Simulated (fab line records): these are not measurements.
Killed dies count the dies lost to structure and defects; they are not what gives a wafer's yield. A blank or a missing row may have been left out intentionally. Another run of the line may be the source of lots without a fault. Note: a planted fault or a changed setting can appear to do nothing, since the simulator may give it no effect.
Chamber matching + flow n5-finfet + 4 sister chambers for N5_STI_FIN_REVEAL_ALD_00 on ald-sin-03
The step deposits SiO2, target thk 1 nm, pulse time 1 s. 27 wafers are shown with their chamber, then 12 later ones without.

WAFERS, EACH WITH ITS CHAMBER
| wafer  | chamber | heater-power-w (W) | precursor-pulse-height-rel |
|--------|---------|--------------------|----------------------------|
| L074.1 | 3       | 389                | 0.993                      |
| L074.5 | 3       | 387                | 1.005                      |
| L074.6 | 0       | 552                | 1.030                      |
| L077.1 | 0       | 572                | 1.023                      |
| L077.3 | 1       | 429                | 0.983                      |
| L077.6 | 1       | 440                | 0.998                      |
| L078.4 | 0       | 554                | 0.986                      |
| L078.5 | 2       | 534                | 1.020                      |
| L078.6 | 1       | 418                | 0.977                      |
| L082.2 | 1       | 427                | 0.992                      |
| L082.3 | 0       | 551                | 0.973                      |
| L082.6 | 1       | 424                | 0.985                      |
| L084.1 | 0       | 541                | 1.020                      |
| L084.4 | 3       | 394                | 1.017                      |
| L084.6 | 2       | 530                | 1.035                      |
| L086.1 | 2       | 556                | 1.009                      |
| L086.2 | 0       | 564                | 0.985                      |
| L086.3 | 1       | 442                | 1.013                      |
| L087.1 | 0       | 546                | 0.990                      |
| L087.2 | 1       | 441                | 1.011                      |
| L087.4 | 3       | 397                | 1.009                      |
| L088.1 | 2       | 530                | 0.978                      |
| L088.3 | 1       | 437                | 0.997                      |
| L088.5 | 2       | 544                | 0.965                      |
| L090.1 | 0       | 561                | 0.999                      |
| L090.2 | 1       | 428                | 0.985                      |
| L090.6 | 0       | 558                | 1.006                      |

SIGNATURES, as means of the wafers listed above
| reading                    | chamber 0 | chamber 1 | chamber 2 | chamber 3 | scatter within a chamber |
|----------------------------|-----------|-----------|-----------|-----------|--------------------------|
| heater-power-w             | 555.44    | 431.78    | 538.80    | 391.75    | 8.99                     |
| precursor-pulse-height-rel | 1.00133   | 0.99344   | 1.00140   | 1.00600   | 0.0187                   |
Rule: for a wafer and a chamber, the distance is found by dividing, reading by reading, the gap between the wafer's reading and the chamber's mean by the reading's scatter, squaring, summing and taking the root. If the next closest chamber is less than 2 further off than the closest, the wafer can't be placed; otherwise it belongs to the closest. The scatter is the square root of a quotient: the sum, over the shown wafers, of each reading's squared deviation from its chamber's mean, divided by wafers minus chambers.

WAFERS MISSING THEIR CHAMBER
| wafer  | heater-power-w (W) | precursor-pulse-height-rel |
|--------|--------------------|----------------------------|
| L091.2 | 432                | 1.006                      |
| L091.3 | 396                | 0.965                      |
| L091.4 | 543                | 0.983                      |
| L092.2 | 568                | 0.986                      |
| L092.4 | 422                | 1.022                      |
| L092.6 | 556                | 0.989                      |
| L093.1 | 398                | 1.025                      |
| L093.5 | 546                | 0.957                      |
| L093.6 | 390                | 1.014                      |
| L094.2 | 429                | 1.013                      |
| L094.3 | 543                | 0.985                      |
| L094.5 | 394                | 1.004                      |

THE CHAMBER EACH PASSED THROUGH
| wafer  | from the rows above     | in truth |
|--------|-------------------------|----------|
| L091.2 | 1                       | 1        |
| L091.3 | 3                       | 3        |
| L091.4 | can't be placed: 2 or 0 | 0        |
| L092.2 | can't be placed: 0 or 2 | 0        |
| L092.4 | can't be placed: 1 or 3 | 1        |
| L092.6 | can't be placed: 0 or 2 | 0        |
| L093.1 | 3                       | 3        |
| L093.5 | can't be placed: 2 or 0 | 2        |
| L093.6 | 3                       | 3        |
| L094.2 | 1                       | 1        |
| L094.3 | can't be placed: 2 or 0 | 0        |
| L094.5 | 3                       | 3        |
Placed correctly: 6 of 12. From these rows, 6 cannot be placed; in 6 the true chamber is one of the candidates. Placed wrongly: 0.
